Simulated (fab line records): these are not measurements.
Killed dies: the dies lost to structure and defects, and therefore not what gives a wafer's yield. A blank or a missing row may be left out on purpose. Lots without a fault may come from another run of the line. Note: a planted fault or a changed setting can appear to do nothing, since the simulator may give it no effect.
Chamber matching -- flow n5Finfet -- rieDiel-01 running N5_BEOL_M0_STRIP_142: 4 sister chambers
The step strips in N2/H2, time 10 s. 20 wafers are shown with their chamber, then 10 later ones without.

== WAFERS WITH THEIR CHAMBER ==
wafer,chamber,drypumpMotorCurrentA (A),showerheadPlenumPTorr (Torr),throttleValvePct (%)
L074.1,2,6.3,2.48,23.22
L074.3,1,6.4,2.46,23.34
L074.5,3,5.3,2.49,23.47
L075.2,0,5.8,2.54,23.31
L075.3,1,6.4,2.46,23.34
L075.4,2,6.2,2.48,23.22
L076.1,3,5.3,2.49,23.48
L076.3,0,5.7,2.54,23.31
L076.5,2,6.3,2.48,23.23
L077.3,2,6.3,2.48,23.22
L077.4,0,5.8,2.54,23.29
L077.6,1,6.4,2.46,23.36
L078.1,1,6.4,2.46,23.36
L078.4,3,5.3,2.49,23.47
L078.6,3,5.3,2.49,23.48
L081.3,2,6.3,2.48,23.23
L081.5,0,5.8,2.53,23.32
L081.6,3,5.3,2.48,23.50
L085.1,3,5.3,2.48,23.51
L085.2,0,5.8,2.53,23.34

SIGNATURES (averages over the wafers above)
reading,chamber 0,chamber 1,chamber 2,chamber 3,scatter within a chamber
drypumpMotorCurrentA,5.780,6.400,6.280,5.300,0.0316
showerheadPlenumPTorr,2.5360,2.4600,2.4800,2.4867,0.00398
throttleValvePct,23.3140,23.3500,23.2240,23.4850,0.0141
Rule: a wafer lies at a distance from a chamber equal to the root of the sum of squares, over the readings, of (its reading less the chamber's mean, divided by the reading's scatter). The wafer belongs to the nearest chamber; if the next one is less than 2 further off, it can't be placed. The scatter: the root of (the sum of the squares of (reading less its chamber's mean) over the shown wafers, divided by (wafers less chambers)).

== WAFERS MISSING THEIR CHAMBER ==
wafer,drypumpMotorCurrentA (A),showerheadPlenumPTorr (Torr),throttleValvePct (%)
L085.3,6.4,2.45,23.39
L087.1,5.3,2.48,23.51
L087.3,6.4,2.45,23.39
L087.5,6.4,2.45,23.40
L091.1,5.3,2.47,23.50
L091.3,5.7,2.52,23.35
L091.5,6.2,2.47,22.83
L096.3,5.3,2.47,23.51
L096.4,6.3,2.47,22.84
L096.5,6.4,2.44,23.42

== EACH ONE'S CHAMBER ==
wafer,from the rows above,in truth
L085.3,1,1
L087.1,3,3
L087.3,1,1
L087.5,1,1
L091.1,3,3
L091.3,0,0
L091.5,2,2
L096.3,3,3
L096.4,2,2
L096.5,1,1
Correctly placed: 10 of 10. Not placeable from these rows: 0. Placed wrongly: 0.
